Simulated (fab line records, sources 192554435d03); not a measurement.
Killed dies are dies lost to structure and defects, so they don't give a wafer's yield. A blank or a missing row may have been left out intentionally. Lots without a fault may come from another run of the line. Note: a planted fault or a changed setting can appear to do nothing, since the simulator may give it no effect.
Chamber matching | flow n5-finfet | rie-diel-04 running N5_BEOL_M13_ETCH_59: 4 sister chambers
The step etches BARC in N2/H2, target depth 89 nm, overetch 26.7 nm, time 67.9 s. 4 wafers are shown with their chamber, then 11 later ones without.

## WAFERS, EACH WITH ITS CHAMBER
wafer  | chamber | showerhead-plenum-p-Torr (Torr)
L084.5 | 1       | 2.49
L086.1 | 2       | 2.68
L086.6 | 3       | 2.45
L092.1 | 0       | 2.70

## WAFERS WITHOUT THEIR CHAMBER
wafer  | showerhead-plenum-p-Torr (Torr)
L092.4 | 2.67
L092.6 | 2.48
L090.1 | 2.67
L090.3 | 2.70
L090.4 | 2.48
L095.3 | 2.45
L095.5 | 2.45
L095.6 | 2.69
L096.1 | 2.67
L096.2 | 2.48
L096.4 | 2.69

## WHICH CHAMBER EACH WENT THROUGH
wafer  | from the rows above     | in truth
L092.4 | 2                       | 2
L092.6 | 1                       | 1
L090.1 | 2                       | 2
L090.3 | 0                       | 0
L090.4 | 1                       | 1
L095.3 | 3                       | 3
L095.5 | 3                       | 3
L095.6 | can't be placed: 2 or 0 | 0
L096.1 | 2                       | 2
L096.2 | 1                       | 1
L096.4 | can't be placed: 2 or 0 | 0
9 of 11 placed correctly. From these rows, 2 cannot be placed; in 2 the true chamber is one of the candidates. Wrongly placed: 0.
How it was worked out, from the rows above alone: a wafer's distance from a chamber is the root of the sum, over the readings, of the square of ((its reading less the chamber's mean) divided by the reading's scatter). The wafer belongs to the nearest chamber; if the next one is less than 2 further off, it can't be placed. The mean given for a chamber averages the wafers shown for that chamber. The scatter (one wafer shown for each chamber): square how far every hidden wafer sits from the nearest shown wafer, average those squares and take the square root.
